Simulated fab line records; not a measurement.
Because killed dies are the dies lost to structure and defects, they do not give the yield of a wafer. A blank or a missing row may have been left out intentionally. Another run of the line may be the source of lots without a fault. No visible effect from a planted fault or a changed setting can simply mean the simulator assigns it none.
fab line records    flow n5_finfet
record: lots: 6  wafers: 18  last_day: 18
route steps=1938 shown START@1 ZERO_LAYER@2 BEOL_M4@1111 PASSIVATION@1936
lots that met no fault: from a run of the same line without faults
start_h: hours from the record's opening day to when the first of the lot's shown wafers began    wait_h: hours elapsed since this lot's preceding step    " as in the row above    L1.1+2: a row that stands for several wafers    - no value present, or no start provided    * or withheld: withheld    < > ~ a bound
route shown NAME@n: a module of which the file shows steps, and the number in the route of the first    usual: mean/standard deviation taken from wafers without a fault    same: alike in all rows    chamber/n: place in a boat    sites: the reading at each site    _std_site: how widely they spread, as a standard deviation    _edge_site: inner sites' mean taken away from outer sites' mean    radius_mm: how far each site lies from the wafer's centre    mask NAME#n: copy n    behind: tool/chamber where the wafer was last shaped    hold: what put the lot on hold/how long, in hours/how the hold closed    device: the n, p or np transistor that did not switch    end of line: tests run on the same wafers once the route is complete    a step with no rows: only its recipe    killed: at the first sort, the dies lost to defects and structure; wafer yield is something else    map: dies across one wafer; x = killed, . = not, _ = none there
set.NAME: the setting that was run; set.NAME@STEP: the one run at that earlier step    model.NAME: the simulator's own value behind a step, which no gauge read
lots seen at some steps along the route; tables by step, rows by wafer
services: from which hour (start_h, from the record's first day; less than 0 if before it) a tool's chamber was out of use, for how many hours, and why
== steps ==
step: N5_START_INSPECT_01
recipe: inspect_instrument: unpatterned_scan  mode: incoming
usual: raw_defect_count: 5.9/2.3
lot.wafer  tool               chamber  start_h  wait_h  raw_defect_count
L311.3     defect_inspect-02  -        12.12    -       3
L311.4     "                  -        "        "       7
L311.6     "                  -        "        "       9
L316.1     defect_inspect-01  -        42.03    -       2
L316.3     "                  -        "        "       3
L316.5     "                  -        "        "       5
L324.1     defect_inspect-02  -        90.03    -       2
L324.4     "                  -        "        "       7
L324.5     "                  -        "        "       5
L328.2     defect_inspect-01  -        114.03   -       2
L328.3     "                  -        "        "       6
L328.5     "                  -        "        "       6
L332.1     defect_inspect-02  -        138.03   -       5
L332.3     "                  -        "        "       8
L332.4     "                  -        "        "       6
L334.3     defect_inspect-02  -        150.03   -       4
L334.5     "                  -        "        "       6
L334.6     "                  -        "        "       4
step: N5_ZERO_LAYER_PRECLEAN_00
recipe: chemistry: SPM  time_s: 600  temp_c: 120  mix: 4:1
step: N5_ZERO_LAYER_SRD_01
recipe: time_s: 30  temp_c: 23  rinse_liquid: diw  dry: n2_spin  spin_rpm: 1500  dry_time_s: 30
step: N5_ZERO_LAYER_PECVD_02
recipe: material: SiO2  target_thk_a: 100  temp_c: 400  precursor: SiH4/N2O  pressure_torr: 0.75  rf_w: 275  time_s: 6
usual: heater_power_w: 781/84  showerhead_plenum_p_Torr: 8.18/0.1
lot.wafer  tool      chamber  start_h  wait_h  heater_power_w  showerhead_plenum_p_Torr  model.SiO2_of_ZERO_LAYER_PECVD_02.thk_nm
L311.3     pecvd-04  2        12.37    0.0     876             8.24                      9.835
L311.4     "         0        "        "       833             8.13                      10.05
L311.6     "         2        "        "       879             8.22                      10.06
L316.1     pecvd-01  0        42.54    0.0     872             8.06                      9.821
L316.3     "         1        "        "       701             7.95                      9.948
L316.5     "         0        "        "       861             8.04                      9.955
L324.1     pecvd-01  1        90.29    0.0     717             7.97                      10.29
L324.4     "         0        "        "       774             8.06                      10.06
L324.5     "         2        "        "       809             8.22                      9.776
L328.2     pecvd-01  2        114.28   0.0     675             8.23                      9.62
L328.3     "         1        "        "       736             7.97                      10.02
L328.5     "         1        "        "       731             7.98                      9.861
L332.1     pecvd-04  0        138.29   0.0     844             8.14                      9.852
L332.3     "         2        "        "       820             8.22                      9.954
L332.4     "         1        "        "       664             8.22                      10.05
L334.3     pecvd-03  1        150.28   0.0     784             8.34                      10.15
L334.5     "         0        "        "       690             8.25                      10.1
L334.6     "         2        "        "       683             8.17                      9.977
step: N5_ZERO_LAYER_HMDS_04
recipe: time_s: 60  temp_c: 120
step: N5_BEOL_M4_RC_MEAS_101
usual: DIBL_N: 36.5/1.4  DIBL_P: 36.5/1.6  IOFF_N: 0.163/0.022  IOFF_P: 0.219/0.029  ION_N: 675/8.3  ION_P: 464/6.2  SS_N: 71.5/0.52  SS_P: 73.4/0.57  VT_N: 249.7/2.6  VT_P: -250/3
lot.wafer  tool       chamber  start_h  wait_h  DIBL_N[mV/V]  DIBL_P[mV/V]  IOFF_N[nA/um]  IOFF_P[nA/um]  ION_N[uA/um]  ION_P[uA/um]  SS_N[mV/dec]  SS_P[mV/dec]  VT_N[mV]  VT_P[mV]
L311.3     prober-02  0        165.29   0.7     36.7          35.8          0.147          0.195          672           460           71.0          72.1          252.0     -250
L311.4     "          0        "        "       37.4          37.4          0.170          0.224          679           465           71.5          73.7          248.7     -248
L311.6     "          0        "        "       36.9          36.6          0.160          0.207          668           462           71.7          73.0          249.6     -252
L316.1     prober-02  0        201.60   0.0     37.2          36.7          0.175          0.217          675           462           71.6          74.2          249.6     -253
L316.3     "          0        "        "       36.6          35.0          0.162          0.191          679           463           71.9          73.3          253.3     -253
L316.5     "          0        "        "       38.3          38.0          0.198          0.237          681           470           71.6          74.3          247.6     -250
L324.1     prober-01  0        246.45   0.0     36.2          37.9          0.182          0.281          683           477           72.1          73.4          245.3     -242
L324.4     "          0        "        "       36.1          38.0          0.189          0.304          691           483           71.5          73.7          244.6     -241
L324.5     "          0        "        "       35.5          37.1          0.170          0.271          680           476           71.6          74.0          247.4     -244
L328.2     prober-02  0        272.07   0.2     37.2          37.8          0.176          0.255          689           472           71.9          74.0          248.1     -246
L328.3     "          0        "        "       36.8          37.0          0.186          0.239          685           466           71.5          73.9          244.8     -247
L328.5     "          0        "        "       37.0          37.2          0.177          0.246          686           472           72.0          73.8          248.6     -246
L332.1     prober-01  0        298.21   0.0     36.8          37.1          0.175          0.198          666           450           71.4          73.8          251.3     -254
L332.3     "          0        "        "       35.0          35.4          0.141          0.176          665           456           70.8          73.8          251.7     -255
L332.4     "          0        "        "       34.0          34.5          0.126          0.160          660           454           71.0          73.5          253.9     -253
L334.3     prober-02  0        317.03   0.3     36.0          35.2          0.146          0.213          671           470           72.1          73.3          251.6     -248
L334.5     "          0        "        "       36.0          35.6          0.148          0.219          673           463           71.5          73.5          250.7     -249
L334.6     "          0        "        "       34.4          32.7          0.123          0.188          675           471           70.1          73.1          250.2     -250
step: N5_PASSIVATION_PROBE_49
usual: defect_limited_yield: 91.2/1.6  killed_at_M0_to_M3: 33/11  killed_at_M4_up: 15/6.2  killed_at_contacts: 15/7.1  killed_at_front_end: 38/12  killed_at_other: 4/3.5  killed_dies: 104/19  killed_on_rim: 14/4  killed_open: 69/14  killed_short: 34/8.5  sort_bin_5_function: 5.2/0.99  sort_bin_6_memory: 3.3/0.77  sort_n_pass: 1076/19  sort_yield_pct: 91.2/1.6
same: gross_dies: 1180  killed_at_back_side: 0  sort_bin_4_leakage[%]: 0  sort_bin_8_speed[%]: 0
lot.wafer  tool       chamber  start_h  wait_h  defect_limited_yield[%]  killed_at_M0_to_M3  killed_at_M4_up  killed_at_contacts  killed_at_front_end  killed_at_other  killed_dies  killed_on_rim  killed_open  killed_short  sort_bin_5_function[%]  sort_bin_6_memory[%]  sort_n_pass  sort_yield_pct[%]
L311.3     prober-02  -        264.88   0.1     92.4                     29                  5                7                   42                   7                90           11             51           39            4.5                     2.9                   1090         92.4
L311.4     prober-02  -        264.93   0.2     92.1                     22                  16               11                  31                   13               93           13             53           39            4.6                     2.9                   1087         92.1
L311.6     prober-02  -        265.03   0.3     90.1                     30                  12               12                  56                   7                117          19             66           49            5.9                     3.5                   1063         90.1
L316.1     prober-01  -        310.05   0.0     90.1                     36                  19               20                  37                   5                117          11             85           32            5.8                     3.9                   1063         90.1
L316.3     prober-01  -        310.15   0.1     89.2                     39                  24               24                  38                   2                127          16             97           29            7.3                     3.3                   1053         89.2
L316.5     prober-01  -        310.25   0.2     87.8                     41                  28               20                  55                   0                144          22             106          38            7.4                     4.5                   1036         87.8
L324.1     prober-01  -        347.68   0.0     91.9                     25                  12               12                  44                   2                95           10             58           33            4.3                     3.3                   1085         91.9
L324.4     prober-01  -        347.83   0.2     93.1                     25                  13               16                  27                   1                82           12             62           19            4.4                     2.5                   1098         93.1
L324.5     prober-01  -        347.88   0.2     90.3                     26                  15               11                  61                   2                115          16             72           42            5.9                     3.1                   1065         90.3
L328.2     prober-01  -        374.44   0.1     92.5                     29                  18               13                  28                   1                89           6              60           27            4.2                     3.2                   1091         92.5
L328.3     prober-01  -        374.49   0.1     90.7                     47                  9                24                  26                   4                110          14             75           35            5.4                     3.5                   1070         90.7
L328.5     prober-01  -        374.59   0.2     93.0                     25                  14               4                   34                   6                83           11             51           31            4.0                     2.7                   1097         93.0
killed by level:class
L311.3 BEOL_M0_SAQP:geometric_particle:short=10 BEOL_M0_SAQP:geometric_particle:open=9 FIN_SAQP:geometric_particle:short=8 FIN_SAQP:geometric_particle:open=7 STI_FIN_REVEAL:geometric_particle:open=6 MOL_CONTACT_COAG:geometric_particle:open=6 DUMMY_GATE:geometric_particle:open=5 GATE_CUT:geometric_particle:short=5
L311.4 MOL_CONTACT_COAG:geometric_particle:open=11 BEOL_M3:geometric_particle:open=9 PASS1_CAP:geometric_particle:short=7 FIN_SAQP:geometric_particle:short=6 BEOL_M0_SAQP:geometric_particle:open=5 FIN_SAQP:geometric_particle:open=4 DUMMY_GATE:geometric_particle:open=3 ILD0:geometric_particle:open=3
L311.6 FIN_SAQP:geometric_particle:open=18 FIN_SAQP:geometric_particle:short=12 BEOL_M0_SAQP:geometric_particle:short=12 MOL_CONTACT_COAG:geometric_particle:open=10 BEOL_M0_SAQP:geometric_particle:open=8 DUMMY_GATE:geometric_particle:open=5 GATE_CUT:geometric_particle:short=4 BEOL_M3:geometric_particle:open=4
L316.1 MOL_CONTACT_COAG:geometric_particle:open=15 STI_FIN_REVEAL:geometric_particle:open=11 GATE_CUT:geometric_particle:short=7 BEOL_M4:geometric_particle:open=7 BEOL_M0:geometric_particle:open=6 BEOL_M2:geometric_particle:open=6 MOL_CONTACT_COAG:geometric_particle:short=5 BEOL_M1:geometric_particle:open=5
L316.3 MOL_CONTACT_COAG:geometric_particle:open=19 STI_FIN_REVEAL:geometric_particle:open=12 BEOL_M2:geometric_particle:open=12 BEOL_M4:geometric_particle:open=10 FIN_SAQP:geometric_particle:open=9 BEOL_M5:geometric_particle:open=7 DUMMY_GATE:geometric_particle:open=6 MOL_CONTACT_COAG:geometric_particle:short=5
L316.5 STI_FIN_REVEAL:geometric_particle:open=23 MOL_CONTACT_COAG:geometric_particle:open=15 BEOL_M3:geometric_particle:open=10 BEOL_M4:geometric_particle:open=10 BEOL_M5:geometric_particle:open=10 BEOL_M1:geometric_particle:open=9 MOL_CONTACT_COAG:geometric_particle:short=5 BEOL_M0_SAQP:geometric_particle:short=5
L324.1 MOL_CONTACT_COAG:geometric_particle:open=10 STI_FIN_REVEAL:geometric_particle:open=9 GATE_CUT:geometric_particle:short=6 BEOL_M4:geometric_particle:open=6 FIN_SAQP:geometric_particle:open=5 ILD0:geometric_particle:short=5 DUMMY_GATE:geometric_particle:open=5 BEOL_M0:geometric_particle:short=5
L324.4 MOL_CONTACT_COAG:geometric_particle:open=14 STI_FIN_REVEAL:geometric_particle:open=13 BEOL_M1:geometric_particle:open=7 BEOL_M4:geometric_particle:open=6 BEOL_M0_SAQP:geometric_particle:open=4 BEOL_M0_SAQP:geometric_particle:short=4 BEOL_M2:geometric_particle:open=4 STARTING-WAFER:geometric_particle:short=4
L324.5 FIN_SAQP:geometric_particle:short=15 STI_FIN_REVEAL:geometric_particle:open=13 MOL_CONTACT_COAG:geometric_particle:open=10 FIN_SAQP:geometric_particle:open=8 BEOL_M4:geometric_particle:open=8 BEOL_M2:geometric_particle:open=7 BEOL_M1:geometric_particle:open=6 GATE_CUT:geometric_particle:short=5
L328.2 MOL_CONTACT_COAG:geometric_particle:open=10 BEOL_M2:geometric_particle:open=9 BEOL_M4:geometric_particle:open=7 FIN_SAQP:geometric_particle:short=7 FIN_SAQP:geometric_particle:open=6 BEOL_M0_SAQP:geometric_particle:open=5 BEOL_M1:geometric_particle:open=4 BEOL_M5:geometric_particle:open=4
L328.3 MOL_CONTACT_COAG:geometric_particle:open=21 BEOL_M2:geometric_particle:open=18 BEOL_M1:geometric_particle:open=10 BEOL_M0_SAQP:geometric_particle:short=9 STARTING-WAFER:geometric_particle:short=8 BEOL_M4:geometric_particle:open=4 FIN_SAQP:geometric_particle:open=3 STI_FIN_REVEAL:geometric_particle:open=3
L328.5 BEOL_M0_SAQP:geometric_particle:open=6 BEOL_M4:geometric_particle:open=6 STARTING-WAFER:geometric_particle:open=6 BEOL_M2:geometric_particle:open=5 FIN_SAQP:geometric_particle:short=4 STI_FIN_REVEAL:geometric_particle:open=4 GATE_CUT:geometric_particle:short=4 BEOL_M0_SAQP:geometric_particle:short=4
== services ==
tool      chamber  start_h  hours  kind
pecvd-04  2        -2.37    5.5    scheduled_down
pecvd-01  2        2.18     4.6    repair
pecvd-03  -        7.58     1.2    repair
pecvd-03  2        14.65    -      calibration
pecvd-03  2        44.15    3.8    repair
pecvd-04  2        45.59    15.7   repair
pecvd-03  2        47.95    -      clean
pecvd-03  2        47.95    -      consumable_replace:showerhead
pecvd-03  2        47.95    29.0   scheduled_down
pecvd-03  2        47.95    29.0   vent_cycle
pecvd-01  1        54.63    5.5    scheduled_down
pecvd-03  1        122.13   5.5    scheduled_down
== key ==
first_sign none at tools or gauges
model_effect: step: N5_ZERO_LAYER_PECVD_02  value: SiO2_of_ZERO_LAYER_PECVD_02.thk_nm  without: 10.07  struck: 9.752
met_at N5_ZERO_LAYER_PECVD_02
struck_wafers L324.5,L328.2,L328.5
onset_between 42.54 90.29
fault: kind: process_parameter_drift  tool: pecvd-01  chamber: -  onset_h: 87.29  steps: N5_ZERO_LAYER_PECVD_02  channel: time_s  offset: *  shape: step  end_h: 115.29  scope: struck_wafers_only  acts_in: *  stated: *
